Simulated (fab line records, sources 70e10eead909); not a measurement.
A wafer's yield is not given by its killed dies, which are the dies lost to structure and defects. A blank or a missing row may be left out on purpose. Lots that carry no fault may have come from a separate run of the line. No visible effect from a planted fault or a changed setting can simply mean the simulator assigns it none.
The tool behind it: which one? ; flow nand_harc ; Sampling: 14 lots, 42 wafers, 6 of 1302 route steps

## WHAT THE GAUGES SHOWED, per wafer
NHARC_A_SOURCE_PLATE_THK_MEAS_09: measures by ellipsometry.
lot;measured;on;thk_nm (nm)
L605;day 7 07:49;film_metro-01;9.2 8.6 8.4
L606;day 7 18:56;film_metro-01;10.3 10.0 10.3
L607;day 8 04:16;film_metro-02;10.1 9.8 10.9
L608;day 8 11:38;film_metro-01;10.4 10.6 8.5
L609;day 8 19:20;film_metro-02;7.7 8.3 11.3
L610;day 9 01:44;film_metro-02;10.3 9.0 8.2
L611;day 9 14:29;film_metro-02;11.3 11.4 10.9
L612;day 9 22:01;film_metro-02;10.3 10.1 10.1
L613;day 10 15:21;film_metro-02;8.3 8.4 9.4
L615;day 11 00:04;film_metro-01;10.2 9.5 8.1
L620;day 13 17:58;film_metro-01;7.1 10.7 8.9
L622;day 14 04:38;film_metro-01;9.1 11.3 8.6
L627;day 16 08:20;film_metro-01;10.2 9.3 9.7
L628;day 16 22:18;film_metro-01;10.9 9.3 8.7

NHARC_A_ONON_D1_THK_MEAS_11: measures by ellipsometry.
lot;measured;on;thk_nm (nm)
L605;day 7 23:14;film_metro-02;1000 1000 999
L606;day 8 09:44;film_metro-01;996 996 996
L607;day 8 19:10;film_metro-01;1009 1006 1005
L608;day 9 02:30;film_metro-01;1001 1000 1001
L609;day 9 11:34;film_metro-01;1017 1016 1016
L610;day 9 20:22;film_metro-02;1010 1011 1009
L611;day 10 09:18;film_metro-01;990 992 991
L612;day 10 13:16;film_metro-01;985 983 985
L613;day 11 06:10;film_metro-02;985 984 986
L615;day 11 16:01;film_metro-01;984 985 984
L620;day 14 09:11;film_metro-01;1012 1010 1010
L622;day 14 19:52;film_metro-01;990 989 992
L627;day 16 23:28;film_metro-01;1007 1004 1004
L628;day 17 13:34;film_metro-02;999 996 998

NHARC_A_ONON_D1_THK_MEAS_14: measures by ellipsometry.
lot;measured;on;thk_nm (nm)
L605;day 7 23:49;film_metro-02;986 985 986
L606;day 8 10:17;film_metro-01;997 997 997
L607;day 8 19:44;film_metro-02;994 993 994
L608;day 9 03:04;film_metro-01;1007 1003 1004
L609;day 9 12:07;film_metro-02;1005 1004 1007
L610;day 9 20:56;film_metro-02;988 987 986
L611;day 10 09:52;film_metro-01;1000 1000 1000
L612;day 10 13:50;film_metro-02;1013 1011 1011
L613;day 11 06:44;film_metro-02;996 996 995
L615;day 11 16:35;film_metro-02;992 995 994
L620;day 14 09:44;film_metro-01;1339 1019 1340
L622;day 14 20:26;film_metro-01;1312 992 993
L627;day 17 00:02;film_metro-01;994 994 994
L628;day 17 14:08;film_metro-01;991 991 991

NHARC_A_ONON_D1_THK_MEAS_27: measures by ellipsometry.
lot;measured;on;thk_nm (nm)
L605;day 8 09:37;film_metro-02;999 999 998
L606;day 8 20:36;film_metro-02;994 997 995
L607;day 9 05:14;film_metro-01;999 1000 999
L608;day 9 12:26;film_metro-01;992 993 991
L609;day 9 21:51;film_metro-01;981 979 981
L610;day 10 07:00;film_metro-01;1014 1013 1013
L611;day 10 21:41;film_metro-01;991 991 992
L612;day 10 21:41;film_metro-02;996 993 995
L613;day 11 16:16;film_metro-02;999 999 998
L615;day 12 05:44;film_metro-02;1014 1015 1014
L620;day 14 20:08;film_metro-02;1008 1010 1010
L622;day 15 05:55;film_metro-01;983 983 983
L627;day 17 09:30;film_metro-01;994 993 992
L628;day 17 23:37;film_metro-02;996 997 997

NHARC_END_SORT_01.
lot;measured;on;killed_at_array;killed_at_other;killed_at_periphery;killed_dies;killed_open;killed_short
L606;day 24 19:00;prober-01;76 68 79;0 0 0;3 4 3;79 72 82;3 3 4;1 1 4
L608;day 26 04:46;prober-01;96 78 100;0 0 0;0 3 1;96 81 101;4 4 2;1 0 4
L610;day 25 19:44;prober-01;68 43 61;1 4 1;6 6 6;75 53 68;2 2 2;3 2 1
L611;day 27 00:13;prober-01;61 55 55;0 1 0;4 8 0;65 64 55;2 5 1;4 3 1
L613;day 27 22:13;prober-01;41 41 40;2 2 0;3 8 7;46 51 47;2 3 2;4 1 2
L615;day 27 21:23;prober-02;63 60 57;0 0 0;8 3 6;71 63 63;1 3 3;2 3 2
L620;day 30 09:25;prober-01;46 35 48;1 0 0;2 1 5;49 36 53;3 0 4;2 1 3
L622;day 30 23:37;prober-02;29 22 28;1 0 1;4 3 5;34 25 34;9 4 2;6 5 3

## WHICH TOOL RAN EACH LOT (tool, then ch and the chambers of the sampled wafers, then the start)
lot;NHARC_A_ONON_D1_DEP_12
L605;pecvd_onon-04 ch 0, day 7 23:18
L606;pecvd_onon-03 ch 0, day 8 09:47
L607;pecvd_onon-03 ch 0, day 8 19:13
L608;pecvd_onon-01 ch 0, day 9 02:34
L609;pecvd_onon-01 ch 0, day 9 11:41
L610;pecvd_onon-01 ch 0, day 9 20:25
L611;pecvd_onon-03 ch 0, day 10 09:25
L612;pecvd_onon-04 ch 0, day 10 13:23
L613;pecvd_onon-01 ch 0, day 11 06:17
L615;pecvd_onon-04 ch 0, day 11 16:05
L620;pecvd_onon-03 ch 0, day 14 09:17
L622;pecvd_onon-03 ch 0, day 14 19:59
L627;pecvd_onon-04 ch 0, day 16 23:31
L628;pecvd_onon-03 ch 0, day 17 13:37
- NHARC_A_ONON_D1_DEP_12: target thk 1000 nm.

## AS READ BY THE TOOLS THEMSELVES (means over the sampled wafers that have a number; for cases with no such wafer, the mark the record gives instead)
The record holds no such reading with a usual standard deviation.

## THE ANSWER, worked out from the rows above alone
Rule: the lots themselves supply what counts as usual. Put in order of their means at a reading, lots are off if they are a third of the lots or fewer, leave a main group of 4 or more, and stand apart from it by a gap of 3 or more times the standard deviation of the main group's means; of several such gaps the widest counts. A main group is skipped when, at the precision printed for the reading in the tables above, its means are all equal. A lot without any number at a reading at which 4 lots or more have one is off too. All remaining lots with rows at the step are treated as sound. Order of review: gauges by route order, followed by the tools' own readings, for which a lot's mean as printed above is used. At the first step where some lot is off, the reading lying furthest off is the one used; lots without a number count as furthest.
Off: L620, L622, at NHARC_A_ONON_D1_THK_MEAS_14 (thk_nm). Mean 997 nm and standard deviation 7.3 in the main group.
A tool fits if, at a process step before that reading, it ran every lot that is off, and no sound lot after the first of them. Gauges at NHARC_A_ONON_D1_THK_MEAS_14: tried the same way as those tools. None of those tried fits.

## WHAT THE SIMULATOR PUT IN
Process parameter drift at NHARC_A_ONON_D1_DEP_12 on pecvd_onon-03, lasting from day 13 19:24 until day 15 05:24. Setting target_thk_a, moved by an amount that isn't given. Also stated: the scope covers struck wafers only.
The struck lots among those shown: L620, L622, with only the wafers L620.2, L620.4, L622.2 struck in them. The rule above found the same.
